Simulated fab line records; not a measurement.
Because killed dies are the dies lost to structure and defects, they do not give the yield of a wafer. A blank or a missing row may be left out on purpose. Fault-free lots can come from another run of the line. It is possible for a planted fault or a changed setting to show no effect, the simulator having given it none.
The tool behind it: which one? || flow n5_finfet || 6 lots with 18 wafers sampled at 4 steps, on a route of 1938 steps

## WHAT EACH GAUGE READ, for each wafer
N5_BEOL_M6_OCD_MEAS_38.
{"lot": "L319", "measured": "day 11 09:42", "on": "ocd-01", "trench_depth_nm (nm)": "92.7 91.9 94.1"}
{"lot": "L321", "measured": "day 12 10:28", "on": "ocd-01", "trench_depth_nm (nm)": "92.8 92.1 96.2"}
{"lot": "L330", "measured": "day 14 04:34", "on": "ocd-02", "trench_depth_nm (nm)": "95.7 95.6 94.5"}
{"lot": "L328", "measured": "day 14 16:53", "on": "ocd-01", "trench_depth_nm (nm)": "116.7 92.9 92.8"}
{"lot": "L335", "measured": "day 15 07:42", "on": "ocd-02", "trench_depth_nm (nm)": "95.3 94.5 90.6"}
{"lot": "L341", "measured": "day 17 08:17", "on": "ocd-02", "trench_depth_nm (nm)": "94.2 94.2 90.3"}

## TOOL THAT RAN EACH LOT (tool first, then ch and the chambers of the sampled wafers, then the start)
{"lot": "L319", "N5_BEOL_M6_ETCH_62": "rie_diel-05 ch 2,3, day 11 06:26", "N5_BEOL_M6_STRIP_67": "rie_diel-05 ch 2,3, day 11 06:34", "N5_BEOL_M6_TRENCH_ETCH_37": "rie_diel-05 ch 1,3, day 11 09:32"}
{"lot": "L321", "N5_BEOL_M6_ETCH_62": "rie_diel-05 ch 0,1, day 12 08:10", "N5_BEOL_M6_STRIP_67": "rie_diel-05 ch 0,1, day 12 08:19", "N5_BEOL_M6_TRENCH_ETCH_37": "rie_diel-05 ch 0,1,2, day 12 10:19"}
{"lot": "L330", "N5_BEOL_M6_ETCH_62": "rie_diel-05 ch 1,2,3, day 14 03:18", "N5_BEOL_M6_STRIP_67": "rie_diel-05 ch 1,2,3, day 14 03:27", "N5_BEOL_M6_TRENCH_ETCH_37": "rie_diel-04 ch 0,1, day 14 04:25"}
{"lot": "L328", "N5_BEOL_M6_ETCH_62": "rie_diel-01 ch 0,2, day 14 14:37", "N5_BEOL_M6_STRIP_67": "rie_diel-01 ch 0,2, day 14 14:46", "N5_BEOL_M6_TRENCH_ETCH_37": "rie_diel-05 ch 0,3, day 14 16:43"}
{"lot": "L335", "N5_BEOL_M6_ETCH_62": "rie_diel-01 ch 1,2,3, day 15 06:14", "N5_BEOL_M6_STRIP_67": "rie_diel-01 ch 1,2,3, day 15 06:23", "N5_BEOL_M6_TRENCH_ETCH_37": "rie_diel-04 ch 0,1,2, day 15 07:33"}
{"lot": "L341", "N5_BEOL_M6_ETCH_62": "rie_diel-01 ch 0,2,3, day 17 06:52", "N5_BEOL_M6_STRIP_67": "rie_diel-01 ch 0,2,3, day 17 07:01", "N5_BEOL_M6_TRENCH_ETCH_37": "rie_diel-04 ch 0,1,2, day 17 08:08"}
- N5_BEOL_M6_ETCH_62: etches SOC in N2/H2, target depth 110 nm, overetch 22 nm, time 165 s.
- N5_BEOL_M6_STRIP_67: strips in CF4.
- N5_BEOL_M6_TRENCH_ETCH_37: etches SiCOH lowk in C4F6/O2, target depth 94.435 nm, time 31.5 s.

## THE ANSWER, worked out from the rows above alone
Rule: usual is defined by the lots themselves. The widest of any qualifying gaps counts: lots, ordered by their means at a reading, are off when they make up no more than a third of the lots, leave a main group of 4 or more, and stand apart from it by 3 or more times the standard deviation of that group's means. A main group is skipped when, at the precision printed for the reading in the tables above, its means are all equal. A lot without any number at a reading at which 4 lots or more have one is off too. Any other lot the step has rows for is counted as sound.
Off: L328, at N5_BEOL_M6_OCD_MEAS_38 (trench_depth_nm). For the main group the mean is 93.6 nm and the standard deviation 0.87.
A tool fits if, at a process step before that reading, it ran every lot that is off, and no sound lot after the first of them. The gauges at N5_BEOL_M6_OCD_MEAS_38 are tried like those tools. Can't be told from this: 2 tools fit, rie_diel-05 at N5_BEOL_M6_TRENCH_ETCH_37, ocd-01 at N5_BEOL_M6_OCD_MEAS_38.

## WHAT HAD BEEN PUT IN BY THE SIMULATOR
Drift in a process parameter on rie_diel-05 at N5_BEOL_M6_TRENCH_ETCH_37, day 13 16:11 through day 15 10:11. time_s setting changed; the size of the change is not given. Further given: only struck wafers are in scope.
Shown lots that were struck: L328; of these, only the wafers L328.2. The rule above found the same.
